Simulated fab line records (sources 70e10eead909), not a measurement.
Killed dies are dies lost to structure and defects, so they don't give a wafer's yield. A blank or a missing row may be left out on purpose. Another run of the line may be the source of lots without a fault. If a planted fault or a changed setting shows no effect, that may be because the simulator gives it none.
Which tool was responsible? ; flow nand-harc ; 45 wafers sampled from 15 lots at 1 step of a route of 1159

## WHAT THE GAUGES SHOWED, per wafer
NHARC_P_CONTACT_CD_MEAS_12: the cd target is 90 nm.
lot;measured;on;cd-nm (nm)
L156;day 5 11:43;cd-sem-03;89.7 89.6 89.6
L157;day 5 22:07;cd-sem-02;89.6 89.9 89.3
L158;day 6 09:59;cd-sem-02;90.8 89.6 90.4
L165;day 8 01:07;cd-sem-03;90.3 90.1 90.7
L164;day 8 01:50;cd-sem-02;89.7 89.8 90.3
L168;day 9 10:52;cd-sem-03;91.0 90.1 92.0
L166;day 9 11:20;cd-sem-03;91.1 91.3 90.3
L167;day 9 13:31;cd-sem-03;89.9 90.9 90.9
L169;day 9 16:39;cd-sem-03;91.5 90.1 90.9
L173;day 10 00:32;cd-sem-02;88.6 89.4 90.2
L171;day 10 06:41;cd-sem-03;89.5 90.1 89.9
L174;day 10 07:24;cd-sem-02;91.2 89.2 91.1
L176;day 10 13:31;cd-sem-03;88.7 89.6 88.9
L177;day 10 19:23;cd-sem-02;91.5 89.6 90.3
L178;day 10 20:29;cd-sem-03;91.5 91.4 90.6

## TOOL THAT RAN EACH LOT (tool first, then ch and the chambers of the sampled wafers, then the start)
Before these readings, the record contains no process step.

## AS READ BY THE TOOLS THEMSELVES (means over the sampled wafers that have a number; for cases with no such wafer, the mark the record gives instead)
The record holds no such reading with a usual standard deviation.

## THE ANSWER, worked out from the rows above alone
Rule: what is usual is taken from the lots themselves. The widest of any qualifying gaps counts: lots, ordered by their means at a reading, are off when they make up no more than a third of the lots, leave a main group of 4 or more, and stand apart from it by 3 or more times the standard deviation of that group's means. The tables above print the reading to a certain number of digits; a main group whose means all agree to those digits is not used. Also off: a lot with no number at a reading for which 4 or more lots have one. Any other lot the step has rows for is counted as sound. The gauges are gone through in route order, then the tools' own readings, and for those a lot's mean is taken as printed above. The first step at which some lot is off is used, and at that step the reading that is off furthest; a lot without a number counts as furthest.
No lot is off on any of the readings shown, so nothing can be concluded from this.

## WHAT WAS PUT IN BY THE SIMULATOR
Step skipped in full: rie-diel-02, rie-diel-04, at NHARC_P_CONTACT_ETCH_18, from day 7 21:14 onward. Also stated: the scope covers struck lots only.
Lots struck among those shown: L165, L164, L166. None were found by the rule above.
